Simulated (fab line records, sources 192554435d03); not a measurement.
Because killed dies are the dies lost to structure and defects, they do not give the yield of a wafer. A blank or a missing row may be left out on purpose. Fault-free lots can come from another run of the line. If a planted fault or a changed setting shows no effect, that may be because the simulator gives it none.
Lot-split experiment / flow n5-finfet / route with 1938 steps; 7 lots, 21 wafers read

ON THE SPLIT
At N5_SD_EPI_N_PEB_07 (peb time 60 s), the setting peb-time-s was moved away from the recipe's 60 s on 6 of the 21 wafers read, by -18.9% to +15.6%. For the rest of the wafers, this setting stayed at what the recipe calls for.

FROM SPLIT TO READING: 1 step shown by the file between the two
- N5_SD_EPI_N_DEVELOP_08: develop time 30 s

THE READING
cd-nm, in nm, at N5_SD_EPI_N_CD_MEAS_09 (target cd 120 nm). Fault-free wafers of this fab line usually give 120.1 nm, standard deviation 0.81 nm.

wafer=L074.4; tool, chamber at the split=litho-track-01, 0; peb-time-s as run, s=60; against the recipe=recipe; cd-nm, nm=118.6; against lot-mates on the recipe=-
wafer=L074.5; tool, chamber at the split=litho-track-01, 0; peb-time-s as run, s=60; against the recipe=recipe; cd-nm, nm=119.8; against lot-mates on the recipe=-
wafer=L074.6; tool, chamber at the split=litho-track-01, 0; peb-time-s as run, s=60; against the recipe=recipe; cd-nm, nm=119.6; against lot-mates on the recipe=-
wafer=L077.4; tool, chamber at the split=litho-track-01, 0; peb-time-s as run, s=60; against the recipe=recipe; cd-nm, nm=119.5; against lot-mates on the recipe=-
wafer=L077.5; tool, chamber at the split=litho-track-01, 0; peb-time-s as run, s=60; against the recipe=recipe; cd-nm, nm=118.7; against lot-mates on the recipe=-
wafer=L077.6; tool, chamber at the split=litho-track-01, 0; peb-time-s as run, s=48.63; against the recipe=-18.9%; cd-nm, nm=111.7; against lot-mates on the recipe=-7.4
wafer=L083.2; tool, chamber at the split=litho-track-02, 0; peb-time-s as run, s=60; against the recipe=recipe; cd-nm, nm=118.7; against lot-mates on the recipe=-
wafer=L083.3; tool, chamber at the split=litho-track-02, 0; peb-time-s as run, s=60; against the recipe=recipe; cd-nm, nm=118.0; against lot-mates on the recipe=-
wafer=L083.6; tool, chamber at the split=litho-track-02, 0; peb-time-s as run, s=67.22; against the recipe=+12.0%; cd-nm, nm=122.5; against lot-mates on the recipe=+4.2
wafer=L087.2; tool, chamber at the split=litho-track-04, 0; peb-time-s as run, s=60; against the recipe=recipe; cd-nm, nm=121.4; against lot-mates on the recipe=-
wafer=L087.3; tool, chamber at the split=litho-track-04, 0; peb-time-s as run, s=60; against the recipe=recipe; cd-nm, nm=120.5; against lot-mates on the recipe=-
wafer=L087.4; tool, chamber at the split=litho-track-04, 0; peb-time-s as run, s=60; against the recipe=recipe; cd-nm, nm=120.0; against lot-mates on the recipe=-
wafer=L095.1; tool, chamber at the split=litho-track-04, 0; peb-time-s as run, s=60; against the recipe=recipe; cd-nm, nm=119.9; against lot-mates on the recipe=-
wafer=L095.3; tool, chamber at the split=litho-track-04, 0; peb-time-s as run, s=69.34; against the recipe=+15.6%; cd-nm, nm=125.2; against lot-mates on the recipe=+5.3
wafer=L095.5; tool, chamber at the split=litho-track-04, 0; peb-time-s as run, s=69.34; against the recipe=+15.6%; cd-nm, nm=124.7; against lot-mates on the recipe=+4.8
wafer=L096.3; tool, chamber at the split=litho-track-02, 0; peb-time-s as run, s=60; against the recipe=recipe; cd-nm, nm=118.9; against lot-mates on the recipe=-
wafer=L096.4; tool, chamber at the split=litho-track-02, 0; peb-time-s as run, s=60; against the recipe=recipe; cd-nm, nm=119.7; against lot-mates on the recipe=-
wafer=L096.5; tool, chamber at the split=litho-track-02, 0; peb-time-s as run, s=60; against the recipe=recipe; cd-nm, nm=118.8; against lot-mates on the recipe=-
wafer=L097.2; tool, chamber at the split=litho-track-04, 0; peb-time-s as run, s=65.62; against the recipe=+9.4%; cd-nm, nm=123.8; against lot-mates on the recipe=+2.7
wafer=L097.3; tool, chamber at the split=litho-track-04, 0; peb-time-s as run, s=60; against the recipe=recipe; cd-nm, nm=121.1; against lot-mates on the recipe=-
wafer=L097.6; tool, chamber at the split=litho-track-04, 0; peb-time-s as run, s=65.62; against the recipe=+9.4%; cd-nm, nm=123.8; against lot-mates on the recipe=+2.7

FIT RESULTS
A straight line over all 21 wafers: cd-nm changes by +0.374 nm for each +1% of peb-time-s; r = +0.95; the points scatter about the line by 0.95 nm.
The same after taking each lot's own level away (the mean of its wafers on the recipe; 21 wafers): +0.347 nm for each +1%; r = +0.98; scatter 0.47 nm.
According to that fit, moving peb-time-s by its largest amount changes the reading by 6.6 nm.
Measured against the standard deviation above, the lots' own levels, which go from 118.35 to 121.10 nm, span 3.4 times it.
The two slopes agree, so the slope changes little with the lot-to-lot level.
Check: -6.1 nm against its lot-mates is what the line predicts for one of the wafers moved furthest among these (-18.9%) when that wafer is left out of the fit. It came out at -7.4 nm against them.

OTHER SPLITS APPLIED TO THESE WAFERS
These wafers also went through other splits before the reading. Each is held against what the fit with the lots' levels taken away leaves over:
other split on the same wafers=N5_ZERO_LAYER_EXPOSE_08 dose-mj; wafers away from the commonest value=10; r with cd-nm (lot level and that fit taken away)=+0.05
other split on the same wafers=N5_ZERO_LAYER_DEVELOP_10 develop-time-s; wafers away from the commonest value=8; r with cd-nm (lot level and that fit taken away)=-0.46
other split on the same wafers=N5_FIN_SAQP_FIN_ETCH_36 icp-w; wafers away from the commonest value=5; r with cd-nm (lot level and that fit taken away)=+0.05
other split on the same wafers=N5_DUMMY_GATE_COAT_35 spin-rpm; wafers away from the commonest value=5; r with cd-nm (lot level and that fit taken away)=-0.21

THE WHOLE CHAIN: every reading that the file lists as answering this split, in the file's order
step=N5_SD_EPI_N_CD_MEAS_09; what it does=target cd 120 nm; reading=cd-nm; change (the file's fit)=+0.352 nm for each +1% of the setting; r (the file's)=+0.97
step=N5_SD_EPI_N_DESCUM_14; what it does=chemistry O2, time 7.9 s; reading=SD_EPI_N.cd-nm (the simulator's own value, which no gauge read); change (the file's fit)=+0.333 nm for each +1% of the setting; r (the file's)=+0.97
step=N5_SD_EPI_N_ETCH_34; what it does=etches SiARC in CF4, target depth 45.5 nm, time 75.8 s; reading=SD_EPI_N.cd-nm (the simulator's own value, which no gauge read); change (the file's fit)=+0.343 nm for each +1% of the setting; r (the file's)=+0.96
step=N5_SD_EPI_N_ETCH_35; what it does=etches SOC in N2/H2, overetch 108 nm, time 486 s; reading=SD_EPI_N.cd-nm (the simulator's own value, which no gauge read); change (the file's fit)=+0.314 nm for each +1% of the setting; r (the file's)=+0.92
step=N5_SD_EPI_N_ETCHBACK_44; what it does=etches SiNx in CH3F/O2, stops on SiO2, target depth 14.5 nm; reading=SD_EPI_N.cd-nm (the simulator's own value, which no gauge read); change (the file's fit)=+0.315 nm for each +1% of the setting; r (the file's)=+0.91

THE FILE'S OWN FIT
cd-nm changes by +0.352 nm for each +1% of peb-time-s, r = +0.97.
